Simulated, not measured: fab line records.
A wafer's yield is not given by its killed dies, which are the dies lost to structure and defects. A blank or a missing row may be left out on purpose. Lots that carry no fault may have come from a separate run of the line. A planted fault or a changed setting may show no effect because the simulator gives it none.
Struck lot and sound lot, side by side | flow nandHarc | 42 steps out of a route of 1159
Sound: wafers L203.2, L203.3, L203.4. Struck: wafer L212.3. (L212.2 of the same lot was not struck and is left out.) The cause comes at the end.
For every step that has rows: the tool of each side, followed by ch and its chambers, followed by its first start. Under that, the readings that differ: sound wafers | struck wafers | difference of the means | sigmas: that difference in standard deviations of wafers without a fault.
alike: readings whose means differ by less than 2 such deviations, and words and numbers that are the same on both sides. not compared: withheld readings, readings that some wafer has no value for, bounds like >300 that may hide the same value, and numbers for which the record gives no deviation and whose values overlap.
The two part at a step that has a row with sigmas, a row that says differs or no value, or rows on one side only. Numbers that don't overlap but have no deviation are shown without sigmas and don't part them. A reading that every wafer of one side lacks parts them only if that side has two wafers or more.

first, 4 steps without rows for these wafers: NHARC_A_SGD_CUT_SRD_19; NHARC_A_SGD_CUT_DEP_20 (deposits SiO2, target thk 150 nm); NHARC_A_SGD_CUT_ANNEAL_27 (time 1800 s); NHARC_A_SGD_CUT_CMP_21 (polishes, target thk 148.19 nm).
NHARC_A_SGD_CUT_THK_MEAS_22: measures by ellipsometry.
  sound: filmMetro-01 at day 14 11:27; struck: filmMetro-01 at day 17 18:52
  alike: thkNm
then, 2 steps without rows for these wafers: NHARC_A_SGD_CUT_SRD_23; NHARC_A_SGD_CUT_ETCH_26 (etches SiO2 in dHF, target depth 45.8 nm).
NHARC_A_SGD_CUT_ETCHBACK_24: etches the open film in CH3F/O2, target depth 50 nm, time 92.857 s.
  sound on rieDiel-08 ch 0,2,3, day 14 11:40; struck on rieDiel-10 ch 2, day 17 19:07
reading             | sound          | struck | difference | sigmas
oesProductAu (a.u.) | 1.00 1.02 1.01 | 0.91   | -0.10      | -3
rfHoursCounterH (h) | 2 1 2          | 3      | +1         | 
  alike: biasW, drypumpMotorCurrentA, rfVppV, showerheadPlenumPTorr, throttleValvePct
NHARC_A_SGD_CUT_STRIP_28: strips in O2, time 20 s.
  sound: rieDiel-08 ch 0,1,2; struck: rieDiel-10 ch 2
reading             | sound | struck | difference | sigmas
rfHoursCounterH (h) | 2 2 2 | 3      | +1         | 
  alike: drypumpMotorCurrentA, oesProductAu, rfVppV, showerheadPlenumPTorr, throttleValvePct
NHARC_A_SGD_CUT_INSPECT_25:
  sound: defectInspect-01 at day 14 11:55; struck: defectInspect-02 at day 17 19:20
  alike: rawDefectCount
NHARC_A_SLIT_DEP_25: deposits SiO2, target thk 200 nm.
  sound on pecvd-03 ch 0,1, day 14 11:59; struck on pecvd-02 ch 0, day 17 19:30
  alike: heaterPowerW, susceptorTempC, throttleValvePct
NHARC_A_SLIT_DEP_00: deposits aC, target thk 3200 nm.
  sound on aclDep-02 ch 0, day 14 12:39; struck on aclDep-02 ch 0, day 17 20:12
  alike: susceptorTempC, throttleValvePct
NHARC_A_SLIT_DEP_23: deposits SiON, target thk 100 nm.
  sound on pecvd-03 ch 0,1, day 14 14:20; struck on pecvd-03 ch 0, day 17 21:51
  alike: heaterPowerW, susceptorTempC
then, 8 steps without rows for these wafers: NHARC_A_SLIT_DEHYDRATE_01 (time 120 s); NHARC_A_SLIT_HMDS_02 (time 30 s); NHARC_A_SLIT_COAT_03 (resist thk 90 nm); NHARC_A_SLIT_SOFTBAKE_04 (time 55 s); NHARC_A_SLIT_EBR_05; NHARC_A_SLIT_EXPOSE_06 (exposes mask SLIT); NHARC_A_SLIT_PEB_07 (peb time 65 s); NHARC_A_SLIT_DEVELOP_08 (develop time 35 s).
NHARC_A_SLIT_CD_MEAS_09: the cd target is 300 nm.
  sound on cdSem-02 ch 0, day 14 14:52; struck on cdSem-01 ch 0, day 17 22:32
  alike: cdNm
NHARC_A_SLIT_OVL_MEAS_10:
  sound: overlay-02 at day 14 14:57; struck: overlay-02 at day 17 22:37
reading         | sound          | struck | difference | sigmas
overlayXNm (nm) | -0.3 -0.5 -0.1 | -1.6   | -1.3       | -2
overlayYNm (nm) | -1.6 -1.3 -1.6 | 0.4    | +1.9       | +2
NHARC_A_SLIT_INSPECT_11:
  sound: defectInspect-01 at day 14 14:59; struck: defectInspect-02 at day 17 22:40
  alike: rawDefectCount
then, 10 steps without rows for these wafers: NHARC_A_SLIT_DESCUM_14 (chemistry O2, time 3 s); NHARC_A_SLIT_ETCH_24 (etches the open film in CF4/CHF3, target depth 121 nm, time 60.5 s); NHARC_A_SLIT_ETCH_15 (etches the open film in O2/COS, target depth 3200 nm, time 832 s); NHARC_A_SLIT_ETCH_17 (etches the open film in C4F8/O2/Ar, time 1687.5 s, target depth 10100 nm); NHARC_A_SLIT_ETCH_26 (etches the open film in C4F8/O2/Ar, time 90 s, target depth 400 nm); NHARC_A_SLIT_STRIP_28 (strips in O2/COS); NHARC_A_SLIT_ETCH_29 (etches the open film in CF4/O2, target depth 100 nm, overetch 10 nm, time 55 s); NHARC_A_SLIT_STRIP_18 (strips in O2); NHARC_A_SLIT_PRECLEAN_19 (cleans in SC1); NHARC_A_SLIT_SRD_20.
NHARC_A_SLIT_CD_MEAS_21:
  sound: cdSem-02 at day 14 18:26; struck: cdSem-02 at day 18 02:48
  alike: cdNm
then, 3 steps without rows for these wafers: NHARC_A_SIN_REMOVE_WET_00 (chemistry H3PO4, time 15300 s); NHARC_A_SIN_REMOVE_PRECLEAN_01 (cleans in SC1); NHARC_A_SIN_REMOVE_SRD_02.
NHARC_A_SIN_REMOVE_INSPECT_04:
  the record holds rows for the sound wafers here (defectInspect-02, day 15 02:02) but none for the struck ones
then, 1 step without rows for these wafers: NHARC_A_WL_FILL_ALD_00 (deposits Al2O3, target thk 3 nm, pulse time 3 s, ald cycles 30).
NHARC_A_WL_FILL_RTA_01: time 5 s.
  the record has rows for the sound wafers here (rtpAnneal-02 ch 0, day 15 02:23) and none for the struck ones
-- break in the record here, with 7 days between the starts of the struck wafers on either side (left off in module A_WL_FILL, picked up again in module END, where the first step shown is number 1159 on the route) --
NHARC_END_SORT_01:
  the record has rows for the struck wafers here (prober-02 ch 0, day 24 17:35) and none for the sound ones

WHERE THEY PART
Last at NHARC_END_SORT_01 as far as this record goes, first at NHARC_A_SGD_CUT_ETCHBACK_24.

WHY: whatever the simulator had introduced
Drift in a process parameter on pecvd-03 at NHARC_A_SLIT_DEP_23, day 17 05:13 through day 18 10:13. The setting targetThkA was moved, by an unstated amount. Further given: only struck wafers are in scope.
